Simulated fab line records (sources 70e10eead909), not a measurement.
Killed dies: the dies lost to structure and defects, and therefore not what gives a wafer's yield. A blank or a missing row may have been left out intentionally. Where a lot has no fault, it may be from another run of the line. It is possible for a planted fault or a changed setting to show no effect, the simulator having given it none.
fab line records ; flow nand_harc ; part 1 of 2: steps 1 to 22 of 34
record: lots: 5; wafers: 15; last_day: 24
route steps=1159 shown A_SLIT@800 A_SIN_REMOVE@804 A_WL_FILL@809
lots with no fault: from the same line, run without faults
start_h: start of the lot's first displayed wafer, in hours after the record's first day ; wait_h: hours from the lot's prior step to this one ; " repeats the value in the row above ; L1.1+2: several wafers, shown together as one row ; - no value, or no start given ; * or withheld: withheld ; < > ~ a bound
route shown NAME@n: names a module that has steps shown in the file, with the first one's number in the route ; usual: mean and standard deviation over wafers with no fault ; same: alike in all rows ; chamber/n: place in a boat ; sites: each site's reading ; _std_site: how widely they spread, as a standard deviation ; _edge_site: inner sites' mean taken away from outer sites' mean ; radius_mm: how far each site lies from the wafer's centre ; mask NAME#n: copy n ; behind: the most recent tool/chamber to have shaped the wafer ; hold: reason for holding the lot/hours on hold/outcome of the hold ; device: names the non-switching transistor (n, p or np) ; end of line: at the end of the route, the tests of the same wafers ; a step without rows: its recipe alone ; killed: at the first sort, the dies lost to defects and structure; wafer yield is something else ; map: a wafer's dies, x killed, . not, _ none there
set.NAME: setting as actually run; set.NAME@STEP: the setting as run at that earlier step ; model.NAME: the simulator's own value behind a step, which no gauge read
lots seen at some steps along the route; tables by step, rows by wafer
services: the hour from which a tool's chamber was out of use, counted from the record's first day as start_h (under 0 if before that day), plus the number of hours and why
== steps ==
step: NHARC_A_SLIT_STRIP_18
recipe: o2_flow_sccm: 500; ar_flow_sccm: 0; bias_w: 0; chemistry: O2
usual: drypump_motor_current_A: 5.6/0.47; o2_flow_sccm: 499.8/1.5; oes_product_au: 1.002/0.0095; rf_vpp_V: 57.6/0.92; showerhead_plenum_p_Torr: 3.47/0.11; throttle_valve_pct: 17.038/0.0093
lot.wafer;tool;chamber;start_h;wait_h;drypump_motor_current_A;o2_flow_sccm;oes_product_au;rf_hours_counter_h;rf_vpp_V;showerhead_plenum_p_Torr;throttle_valve_pct
L085.3;rie_diel-01;3;-;-;5.6;499.2;1.009;5.6;56.8;3.43;17.033
L085.1;rie_diel-01;0;-;-;5.2;499.6;1.015;6.0;57.3;3.59;17.047
L085.5;rie_diel-01;3;-;-;5.5;498.7;1.008;-;57.9;3.43;17.040
L087.3;rie_diel-01;2;-;-;6.6;498.4;0.998;6.4;57.8;3.52;17.031
L087.1;rie_diel-01;3;-;-;5.6;500.0;1.008;6.6;57.3;3.43;17.033
L087.4;rie_diel-01;1;-;-;5.5;500.3;0.995;-;57.9;3.38;17.045
L093.1;rie_diel-10;1;-;-;5.1;498.1;1.007;4.4;59.2;3.74;17.052
L093.2;rie_diel-10;2;-;-;5.9;502.2;1.006;3.6;56.9;3.55;17.046
L093.4;rie_diel-10;3;-;-;6.3;500.1;0.997;4.5;56.6;3.52;17.039
L092.1;rie_diel-03;2;-;-;5.0;499.9;0.993;1.4;58.0;3.31;17.037
L092.2;rie_diel-03;1;-;-;5.9;498.2;1.007;1.4;56.4;3.32;17.041
L092.5;rie_diel-03;2;-;-;5.0;501.8;0.994;-;56.6;3.31;17.034
L094.1;rie_diel-03;1;-;-;5.9;498.2;1.013;4.1;57.2;3.32;17.033
L094.5;rie_diel-03;2;-;-;5.0;495.9;0.986;-;57.0;3.30;17.041
L094.6;rie_diel-03;3;-;-;5.7;501.6;1.020;-;57.5;3.43;17.031
step: NHARC_A_SLIT_PRECLEAN_19
recipe: time_s: *; temp_c: 50; bath_age_min: 0; chemistry: SC1
usual: temp_c: 49.99/0.12
lot.wafer;tool;chamber;start_h;wait_h;temp_c
L085.3;wet_bench-07;6;387.31;-;50.13
L085.5;wet_bench-07;7;387.31;-;50.24
L085.1;wet_bench-07;0;387.31;-;50.06
L087.1;wet_bench-02;0;396.55;-;50.04
L087.3;wet_bench-02;1;396.55;-;49.88
L087.4;wet_bench-02;2;396.55;-;49.83
L093.1;wet_bench-02;6;430.47;-;50.00
L093.2;wet_bench-02;0;430.47;-;50.03
L093.4;wet_bench-02;1;430.47;-;49.87
L092.2;wet_bench-07;7;432.48;-;49.87
L092.5;wet_bench-07;0;432.48;-;50.20
L092.1;wet_bench-07;2;432.48;-;49.86
L094.1;wet_bench-02;6;454.37;-;50.10
L094.6;wet_bench-02;0;454.37;-;49.93
L094.5;wet_bench-02;3;454.37;-;50.08
step: NHARC_A_SLIT_SRD_20
lot.wafer;tool;chamber;start_h;wait_h
L085.3+5+1;wet_bench-07;6,7,0;-;-
L087.1+3+4;wet_bench-02;0,1,2;-;-
L093.1+2+4;wet_bench-02;6,0,1;-;-
L092.2+5+1;wet_bench-07;7,0,2;-;-
L094.1+6+5;wet_bench-02;6,0,3;-;-
step: NHARC_A_SLIT_CD_MEAS_21
usual: cd_nm: 289.6/0.72
lot.wafer;tool;chamber;start_h;wait_h;cd_nm
L085.1;cd_sem-03;-;387.45;-;289.5
L085.3;cd_sem-03;-;387.45;-;289.9
L085.5;cd_sem-03;-;387.45;-;289.5
L087.1;cd_sem-03;-;396.69;-;290.6
L087.3;cd_sem-03;-;396.69;-;290.7
L087.4;cd_sem-03;-;396.69;-;289.9
L093.1;cd_sem-03;-;430.60;-;289.8
L093.2;cd_sem-03;-;430.60;-;289.2
L093.4;cd_sem-03;-;430.60;-;290.0
L092.1;cd_sem-02;-;432.60;-;288.1
L092.2;cd_sem-02;-;432.60;-;287.7
L092.5;cd_sem-02;-;432.60;-;287.9
L094.1;cd_sem-01;-;454.51;-;288.9
L094.5;cd_sem-01;-;454.51;-;288.8
L094.6;cd_sem-01;-;454.51;-;288.7
step: NHARC_A_SIN_REMOVE_WET_00
recipe: temp_c: 160; time_s: 15300; chemistry: H3PO4
usual: temp_c: 159.98/0.15
lot.wafer;tool;chamber;start_h;wait_h;temp_c
L085.1;wet_h3po4-02;1;390.18;2.7;160.06
L085.3;wet_h3po4-02;1;390.18;2.7;160.18
L085.5;wet_h3po4-02;1;390.18;2.7;160.02
L087.1;wet_h3po4-02;0;399.43;2.7;160.13
L087.3;wet_h3po4-02;0;399.43;2.7;160.04
L087.4;wet_h3po4-02;0;399.43;2.7;159.82
L093.1;wet_h3po4-01;0;432.50;1.9;159.74
L093.2;wet_h3po4-01;0;432.50;1.9;159.85
L093.4;wet_h3po4-01;0;432.50;1.9;159.88
L092.1;wet_h3po4-02;0;435.66;3.1;159.86
L092.2;wet_h3po4-02;0;435.66;3.1;160.00
L092.5;wet_h3po4-02;0;435.66;3.1;159.88
L094.1;wet_h3po4-02;0;455.57;1.1;160.01
L094.5;wet_h3po4-02;0;455.57;1.1;159.76
L094.6;wet_h3po4-02;0;455.57;1.1;159.88
step: NHARC_A_SIN_REMOVE_PRECLEAN_01
recipe: time_s: *; temp_c: 50; bath_age_min: 0; chemistry: SC1
usual: temp_c: 49.98/0.12
lot.wafer;tool;chamber;start_h;wait_h;temp_c
L085.5;wet_bench-05;7;394.97;0.0;50.22
L085.1;wet_bench-05;0;394.97;0.0;50.04
L085.3;wet_bench-05;3;394.97;0.0;50.13
L087.4;wet_bench-06;2;404.27;0.0;50.12
L087.3;wet_bench-06;5;404.27;0.0;49.84
L087.1;wet_bench-06;6;404.27;0.0;49.79
L093.2;wet_bench-05;1;437.23;0.0;49.92
L093.1;wet_bench-05;2;437.23;0.0;49.97
L093.4;wet_bench-05;3;437.23;0.0;50.08
L092.1;wet_bench-05;6;440.41;0.0;49.76
L092.5;wet_bench-05;0;440.41;0.0;49.91
L092.2;wet_bench-05;2;440.41;0.0;49.81
L094.5;wet_bench-01;0;460.33;0.0;50.11
L094.1;wet_bench-01;1;460.33;0.0;49.69
L094.6;wet_bench-01;4;460.33;0.0;49.96
step: NHARC_A_SIN_REMOVE_SRD_02
lot.wafer;tool;chamber;start_h;wait_h
L085.5+1+3;wet_bench-05;7,0,3;-;-
L087.4+3+1;wet_bench-06;2,5,6;-;-
L093.2+1+4;wet_bench-05;1,2,3;-;-
L092.1+5+2;wet_bench-05;6,0,2;-;-
L094.5+1+6;wet_bench-01;0,1,4;460.38;0.0
step: NHARC_A_SIN_REMOVE_INSPECT_04
usual: raw_defect_count: 299/99
lot.wafer;tool;chamber;start_h;wait_h;raw_defect_count
L085.1;defect_inspect-02;-;395.15;0.0;363
L085.3;defect_inspect-02;-;395.15;0.0;235
L085.5;defect_inspect-02;-;395.15;0.0;219
L087.1;defect_inspect-02;-;404.45;0.0;298
L087.3;defect_inspect-02;-;404.45;0.0;276
L087.4;defect_inspect-02;-;404.45;0.0;285
L093.1;defect_inspect-02;-;437.40;0.0;238
L093.2;defect_inspect-02;-;437.40;0.0;333
L093.4;defect_inspect-02;-;437.40;0.0;338
L092.1;defect_inspect-02;-;440.60;0.0;244
L092.2;defect_inspect-02;-;440.60;0.0;191
L092.5;defect_inspect-02;-;440.60;0.0;189
L094.1;defect_inspect-02;-;460.54;0.0;222
L094.5;defect_inspect-02;-;460.54;0.0;248
L094.6;defect_inspect-02;-;460.54;0.0;301
step: NHARC_A_WL_FILL_ALD_00
recipe: target_thk_a: 30; pulse_time_s: 3; ald_cycles: 30; temp_c: 300; material: Al2O3
usual: heater_power_w: 489/69; precursor_pulse_height_rel: 1.001/0.02
same: pulse_time_s: 3
lot.wafer;tool;chamber;start_h;wait_h;heater_power_w;precursor_pulse_height_rel
L085.1;ald_hk-01;0;395.25;0.1;381;0.993
L085.3;ald_hk-01;2;395.25;0.1;452;1.014
L085.5;ald_hk-01;0;395.25;0.1;373;0.983
L087.1;ald_hk-03;1;404.52;0.1;557;0.985
L087.3;ald_hk-03;2;404.52;0.1;396;1.035
L087.4;ald_hk-03;0;404.52;0.1;516;1.006
L093.1;ald_hk-03;0;437.46;0.1;509;1.026
L093.2;ald_hk-03;1;437.46;0.1;553;0.993
L093.4;ald_hk-03;3;437.46;0.1;462;0.969
L092.1;ald_hk-02;0;440.67;0.1;600;1.009
L092.2;ald_hk-02;3;440.67;0.1;473;0.987
L092.5;ald_hk-02;1;440.67;0.1;405;0.997
L094.1;ald_hk-02;1;460.60;0.1;404;0.979
L094.5;ald_hk-02;1;460.60;0.1;401;1.006
L094.6;ald_hk-02;2;460.60;0.1;476;1.013
step: NHARC_A_WL_FILL_RTA_01
recipe: temp_c: 1000; time_s: 5
usual: lamp_power_pct: 34.8/1.2; lamp_zone_2_pct: 34.8/1.2; lamp_zone_7_pct: 35.3/1.2; wafer_temp_C_max: 1005.7/1.9
lot.wafer;tool;chamber;start_h;wait_h;lamp_power_pct;lamp_zone_2_pct;lamp_zone_7_pct;wafer_temp_C_max
L085.1;rtp_anneal-02;0;395.48;-;35.8;35.8;36.4;1007.1
L085.3;rtp_anneal-02;0;395.48;-;35.8;35.8;36.4;1006.1
L085.5;rtp_anneal-02;0;395.48;-;35.8;35.8;36.4;1007.2
L087.1;rtp_anneal-01;0;404.97;-;33.3;33.3;33.9;1003.5
L087.3;rtp_anneal-01;0;404.97;-;33.4;33.4;33.9;1004.2
L087.4;rtp_anneal-01;0;404.97;-;33.3;33.4;33.9;1003.0
L093.1;rtp_anneal-01;0;437.73;-;33.3;33.3;33.8;1006.0
L093.2;rtp_anneal-01;0;437.73;-;33.3;33.3;33.9;1004.5
L093.4;rtp_anneal-01;0;437.73;-;33.3;33.3;33.9;1003.6
L092.1;rtp_anneal-02;0;441.08;-;35.8;35.8;36.4;1007.2
L092.2;rtp_anneal-02;0;441.08;-;35.8;35.8;36.4;1005.9
L092.5;rtp_anneal-02;0;441.08;-;35.8;35.8;36.4;1007.4
L094.1;rtp_anneal-02;0;460.99;-;35.8;35.8;36.3;1006.0
L094.5;rtp_anneal-02;0;460.99;-;35.9;35.8;36.4;1006.7
L094.6;rtp_anneal-02;0;460.99;-;35.7;35.8;36.3;1008.7
step: NHARC_A_WL_FILL_ALD_02
recipe: target_thk_a: 20; pulse_time_s: 3; ald_cycles: 100; temp_c: 450; material: TiN
usual: heater_power_w: 1078/88; precursor_pulse_height_rel: 1.001/0.019
same: pulse_time_s: 3
lot.wafer;tool;chamber;start_h;wait_h;heater_power_w;precursor_pulse_height_rel
L085.1;ald_metal-03;3;395.76;0.3;1102;0.992
L085.3;ald_metal-03;1;395.76;0.3;1106;1.031
L085.5;ald_metal-03;3;395.76;0.3;1126;0.981
L087.4;ald_metal-02;1;405.25;0.2;1148;0.988
L087.3;ald_metal-02;2;405.25;0.2;1043;1.015
L087.1;ald_metal-02;3;405.25;0.2;901;0.984
L093.1;ald_metal-03;3;437.94;0.2;1130;0.985
L093.4;ald_metal-03;0;437.94;0.2;1167;1.013
L093.2;ald_metal-03;2;437.94;0.2;1113;1.012
L092.1;ald_metal-02;3;441.33;0.2;896;0.977
L092.2;ald_metal-02;1;441.33;0.2;1173;1.005
L092.5;ald_metal-02;2;441.33;0.2;1068;1.017
L094.1;ald_metal-03;3;461.34;0.3;1090;0.988
L094.5;ald_metal-03;2;461.34;0.3;1090;0.980
L094.6;ald_metal-03;3;461.34;0.3;1112;0.971
step: NHARC_A_WL_FILL_CVD_03
recipe: target_thk_a: 400; temp_c: 300; pressure_torr: 40; wf6_flow_sccm: 40; h2_flow_sccm: 1600; ar_flow_sccm: 1560; time_s: 3302; material: W
usual: heater_power_w: 482/48; mfc_wf6_sccm: 39.98/0.12; throttle_valve_pct: 7.8/0.37
lot.wafer;tool;chamber;start_h;wait_h;heater_power_w;mfc_wf6_sccm;throttle_valve_pct
L085.1;cvd_w-02;1;397.01;0.9;440;40.03;7.4
L085.3;cvd_w-02;0;397.01;0.9;568;39.85;7.7
L085.5;cvd_w-02;1;398.88;2.8;440;39.94;7.5
L087.1;cvd_w-01;1;408.94;3.3;455;40.01;7.7
L087.3;cvd_w-01;1;408.94;3.3;461;39.90;7.4
L087.4;cvd_w-01;0;408.94;3.3;478;40.14;8.1
L093.2;cvd_w-02;1;438.38;0.1;441;40.04;7.4
L093.1;cvd_w-02;0;438.38;0.1;549;40.02;7.9
L093.4;cvd_w-02;1;438.38;0.1;440;40.08;7.2
L092.2;cvd_w-01;1;442.33;0.6;464;39.84;7.7
L092.1;cvd_w-01;0;442.33;0.6;472;39.84;8.2
L092.5;cvd_w-01;1;444.25;2.5;458;39.81;7.5
L094.1;cvd_w-02;1;470.62;8.9;455;39.99;7.4
L094.6;cvd_w-02;1;472.52;10.8;442;40.09;7.5
L094.5;cvd_w-02;0;472.52;10.8;558;39.93;7.9
step: NHARC_A_WL_FILL_ETCHBACK_04
recipe: target_depth_a: 600; time_s: 120; chemistry: NF3
usual: drypump_motor_current_A: 5.62/0.23; oes_product_au: 1.000/0.0077
lot.wafer;tool;chamber;start_h;wait_h;drypump_motor_current_A;oes_product_au;rf_hours_counter_h
L085.1;rie_metal-01;1;399.87;2.4;5.91;0.991;2.2
L085.3;rie_metal-01;0;399.87;2.4;5.29;0.998;-
L085.5;rie_metal-01;0;399.87;2.4;5.29;0.998;-
L087.1;rie_metal-01;1;412.31;2.9;5.88;0.993;2.5
L087.4;rie_metal-01;0;412.31;2.9;5.31;0.997;-
L087.3;rie_metal-01;1;412.31;2.9;5.88;0.998;-
L093.2;rie_metal-03;0;441.69;2.8;5.75;0.998;4.4
L093.1;rie_metal-03;1;441.69;2.8;5.94;0.999;4.5
L093.4;rie_metal-03;1;441.69;2.8;5.93;1.011;-
L092.2;rie_metal-03;0;445.69;2.9;5.70;0.990;4.8
L092.1;rie_metal-03;1;445.69;2.9;5.90;0.988;5.0
L092.5;rie_metal-03;0;445.69;2.9;5.69;0.998;-
L094.1;rie_metal-01;0;473.95;2.9;5.28;1.009;4.9
L094.5;rie_metal-01;0;473.95;2.9;5.30;1.014;-
L094.6;rie_metal-01;1;473.95;2.9;5.88;1.004;-
step: NHARC_A_WL_FILL_ETCHBACK_05
recipe: target_depth_a: 220; time_s: 60; temp_c: 40; chemistry: Cl2/BCl3
usual: drypump_motor_current_A: 5.62/0.24; oes_product_au: 1.000/0.0083; temp_c: 40.00/0.12
lot.wafer;tool;chamber;start_h;wait_h;drypump_motor_current_A;oes_product_au;rf_hours_counter_h;temp_c
L085.1;rie_metal-01;1;400.08;0.2;5.89;1.001;2.4;40.09
L085.3;rie_metal-01;0;400.08;0.2;5.30;1.001;-;39.95
L085.5;rie_metal-01;1;400.08;0.2;5.91;0.999;-;40.02
L087.1;rie_metal-01;0;412.52;0.2;5.30;1.004;2.7;39.95
L087.4;rie_metal-01;0;412.52;0.2;5.30;1.008;-;39.91
L087.3;rie_metal-01;1;412.52;0.2;5.87;1.016;-;40.04
L093.1;rie_metal-03;1;441.93;0.2;5.91;0.993;4.6;40.00
L093.2;rie_metal-03;0;441.93;0.2;5.73;0.979;4.5;40.08
L093.4;rie_metal-03;1;441.93;0.2;5.93;0.993;-;39.85
L092.1;rie_metal-03;0;445.93;0.2;5.72;0.989;5.0;39.92
L092.2;rie_metal-03;1;445.93;0.2;5.94;0.995;5.1;39.82
L092.5;rie_metal-03;0;445.93;0.2;5.72;0.995;-;39.89
L094.1;rie_metal-01;0;474.20;0.2;5.29;1.010;5.0;39.94
L094.5;rie_metal-01;0;474.20;0.2;5.27;1.001;-;40.05
L094.6;rie_metal-01;1;474.20;0.2;5.88;0.996;-;40.20
step: NHARC_A_WL_FILL_STRIP_27
recipe: power_w: 1500; temp_c: 250; time_s: 20; chemistry: N2/H2
usual: drypump_motor_current_A: 6.22/0.091; heater_power_w: 329/13; temp_c: 250.03/0.19
lot.wafer;tool;chamber;start_h;wait_h;drypump_motor_current_A;heater_power_w;rf_hours_counter_h;temp_c
L085.1;plasma_asher-01;0;400.24;0.2;6.25;320;40;250.09
L085.3;plasma_asher-01;1;400.24;0.2;6.14;323;-;250.24
L085.5;plasma_asher-01;1;400.24;0.2;6.14;317;-;250.19
L087.1;plasma_asher-01;1;412.66;0.1;6.10;324;43;250.00
L087.4;plasma_asher-01;1;412.66;0.1;6.10;327;-;250.21
L087.3;plasma_asher-01;0;412.66;0.1;6.20;326;-;250.09
L093.2;plasma_asher-01;0;442.16;0.2;6.20;319;53;249.87
L093.1;plasma_asher-01;1;442.16;0.2;6.11;328;53;250.15
L093.4;plasma_asher-01;1;442.16;0.2;6.13;332;-;249.84
L092.1;plasma_asher-01;1;446.07;0.1;6.13;319;55;249.88
L092.2;plasma_asher-01;0;446.07;0.1;6.23;313;55;249.96
L092.5;plasma_asher-01;1;446.07;0.1;6.11;323;-;250.25
L094.1;plasma_asher-01;1;474.36;0.2;6.13;320;4;249.72
L094.5;plasma_asher-01;0;474.36;0.2;6.19;310;-;249.95
L094.6;plasma_asher-01;1;474.36;0.2;6.10;325;-;249.71
step: NHARC_A_WL_FILL_STRIP_28
recipe: time_s: 1200; temp_c: 72.5; chemistry: post_etch_residue_remover
usual: temp_c: 72.51/0.12
lot.wafer;tool;chamber;start_h;wait_h;temp_c
L085.5;wet_bench-09;5;400.41;0.1;72.55
L085.1;wet_bench-09;6;400.41;0.1;72.40
L085.3;wet_bench-09;0;400.41;0.1;72.78
L087.3;wet_bench-03;5;412.84;0.1;72.51
L087.1;wet_bench-03;6;412.84;0.1;72.58
L087.4;wet_bench-03;7;412.84;0.1;72.66
L093.2;wet_bench-09;0;442.35;0.2;72.44
L093.4;wet_bench-09;1;442.35;0.2;72.57
L093.1;wet_bench-09;3;442.35;0.2;72.54
L092.2;wet_bench-03;6;446.27;0.2;72.32
L092.1;wet_bench-03;7;446.27;0.2;72.47
L092.5;wet_bench-03;0;446.27;0.2;72.62
L094.6;wet_bench-03;6;474.51;0.0;72.53
L094.5;wet_bench-03;1;474.51;0.0;72.53
L094.1;wet_bench-03;3;474.51;0.0;72.36
step: NHARC_A_WL_FILL_PRECLEAN_06
recipe: time_s: 300; chemistry: DIW
lot.wafer;tool;chamber;start_h;wait_h
L085.5+1+3;wet_bench-09;5,6,0;-;-
L087.3+1+4;wet_bench-03;5,6,7;-;-
L093.2+4+1;wet_bench-09;0,1,3;-;-
L092.2+1+5;wet_bench-03;6,7,0;-;-
L094.6+5+1;wet_bench-03;6,1,3;-;-
step: NHARC_A_WL_FILL_SRD_07
lot.wafer;tool;chamber;start_h;wait_h
L085.5+1+3;wet_bench-09;5,6,0;-;-
L087.3+1+4;wet_bench-03;5,6,7;-;-
L093.2+4+1;wet_bench-09;0,1,3;-;-
L092.2+1+5;wet_bench-03;6,7,0;-;-
L094.6+5+1;wet_bench-03;6,1,3;-;-
step: NHARC_A_WL_FILL_ANNEAL_08
recipe: temp_c: 450; time_s: 1800
lot.wafer;tool;chamber;start_h;wait_h
L085.1+3+5;furnace-06;0;403.72;-
L087.1+3+4;furnace-06;0;414.10;-
L093.1+2+4;furnace-07;0;446.17;-
L092.1+2+5;furnace-07;0;450.78;-
L094.1+5+6;furnace-06;0;475.24;-
step: NHARC_A_WL_FILL_ALD_10
recipe: target_thk_a: 500; pulse_time_s: 10; ald_cycles: 500; temp_c: 300; material: SiO2
usual: heater_power_w: 485/68; precursor_pulse_height_rel: 1.003/0.02
same: pulse_time_s: 10
lot.wafer;tool;chamber;start_h;wait_h;heater_power_w;precursor_pulse_height_rel
L085.3;ald_hk-02;0;405.96;0.8;586;1.010
L085.1;ald_hk-02;1;405.96;0.8;397;0.981
L085.5;ald_hk-02;0;408.02;2.8;602;1.014
L087.1;ald_hk-03;0;415.60;0.1;503;1.022
L087.4;ald_hk-03;1;415.60;0.1;561;0.983
L087.3;ald_hk-03;2;415.60;0.1;414;1.004
L093.1;ald_hk-02;1;450.85;3.2;394;0.983
L093.2;ald_hk-02;2;450.85;3.2;481;1.003
L093.4;ald_hk-02;3;450.85;3.2;472;1.018
L092.2;ald_hk-03;3;453.29;1.1;478;1.035
L092.1;ald_hk-03;0;453.29;1.1;508;1.013
L092.5;ald_hk-03;2;454.84;2.6;394;0.981
L094.1;ald_hk-01;3;477.26;0.6;567;1.009
L094.6;ald_hk-01;2;478.81;2.1;452;0.972
L094.5;ald_hk-01;3;478.81;2.1;573;1.007
step: NHARC_A_WL_FILL_ETCHBACK_16
recipe: target_depth_a: 880; time_s: 17.6; c4f8_flow_sccm: withheld; o2_flow_sccm: 8; ar_flow_sccm: withheld; rf_w: 600; bias_w: 800; chemistry: C4F8/O2/Ar
usual: oes_product_au: 0.993/0.017; rf_vpp_V: 722/4.2
lot.wafer;tool;chamber;start_h;wait_h;oes_product_au;rf_hours_counter_h;rf_vpp_V
L085.3;rie_diel-04;0;-;-;1.004;4.1;720
L085.1;rie_diel-04;3;-;-;1.005;4.6;721
L085.5;rie_diel-04;1;-;-;0.996;-;722
L087.4;rie_diel-13;3;-;-;1.001;3.2;723
L087.1;rie_diel-13;0;-;-;0.984;3.1;726
L087.3;rie_diel-13;1;-;-;0.984;3.2;720
L093.1;rie_diel-08;3;-;-;0.987;9.6;724
L093.2;rie_diel-08;2;-;-;0.989;9.6;717
L093.4;rie_diel-08;1;-;-;0.992;-;719
L092.2;rie_diel-04;0;-;-;1.004;6.4;719
L092.1;rie_diel-04;2;-;-;1.019;6.5;718
L092.5;rie_diel-04;0;-;-;1.003;-;719
L094.1;rie_diel-13;0;-;-;1.001;0.4;727
L094.5;rie_diel-13;2;-;-;1.008;-;731
L094.6;rie_diel-13;3;-;-;0.992;-;724
step: NHARC_A_WL_FILL_STRIP_29
recipe: time_s: 20; o2_flow_sccm: 500; ar_flow_sccm: 0; bias_w: 0; chemistry: O2
usual: drypump_motor_current_A: 5.7/0.42; o2_flow_sccm: 500.1/1.5; oes_product_au: 0.998/0.01; rf_vpp_V: 57.7/0.92; showerhead_plenum_p_Torr: 3.49/0.14; throttle_valve_pct: 17.036/0.0085
lot.wafer;tool;chamber;start_h;wait_h;drypump_motor_current_A;o2_flow_sccm;oes_product_au;rf_hours_counter_h;rf_vpp_V;showerhead_plenum_p_Torr;throttle_valve_pct
L085.3;rie_diel-04;0;410.17;0.1;6.3;500.4;1.003;4.1;57.0;3.38;17.042
L085.1;rie_diel-04;1;410.17;0.1;5.6;500.6;1.003;4.1;57.6;3.50;17.056
L085.5;rie_diel-04;3;410.17;0.1;6.0;500.5;1.005;-;57.1;3.44;17.038
L087.4;rie_diel-13;0;420.39;0.1;5.9;499.7;0.986;3.1;59.5;3.63;17.035
L087.3;rie_diel-13;2;420.39;0.1;5.3;500.3;1.006;3.3;59.0;3.76;17.035
L087.1;rie_diel-13;3;420.39;0.1;5.1;497.1;1.005;3.2;58.8;3.55;17.039
L093.2;rie_diel-08;3;455.11;0.1;6.4;500.8;0.989;9.6;58.9;3.57;17.021
L093.1;rie_diel-08;2;455.11;0.1;6.2;501.3;0.990;9.6;55.6;3.31;17.019
L093.4;rie_diel-08;1;455.11;0.1;5.4;502.3;0.997;-;58.3;3.38;17.034
L092.1;rie_diel-04;2;457.02;0.1;5.5;498.9;1.005;6.5;55.4;3.30;17.035
L092.2;rie_diel-04;1;457.02;0.1;5.6;498.3;0.989;6.4;58.3;3.50;17.038
L092.5;rie_diel-04;0;457.02;0.1;6.3;501.7;0.987;-;57.0;3.38;17.044
L094.1;rie_diel-13;0;481.51;0.1;5.9;498.5;0.984;0.4;58.3;3.63;17.039
L094.6;rie_diel-13;0;481.51;0.1;5.9;498.8;0.984;-;57.2;3.63;17.026
L094.5;rie_diel-13;1;481.51;0.1;5.3;496.7;0.997;-;56.0;3.43;17.032
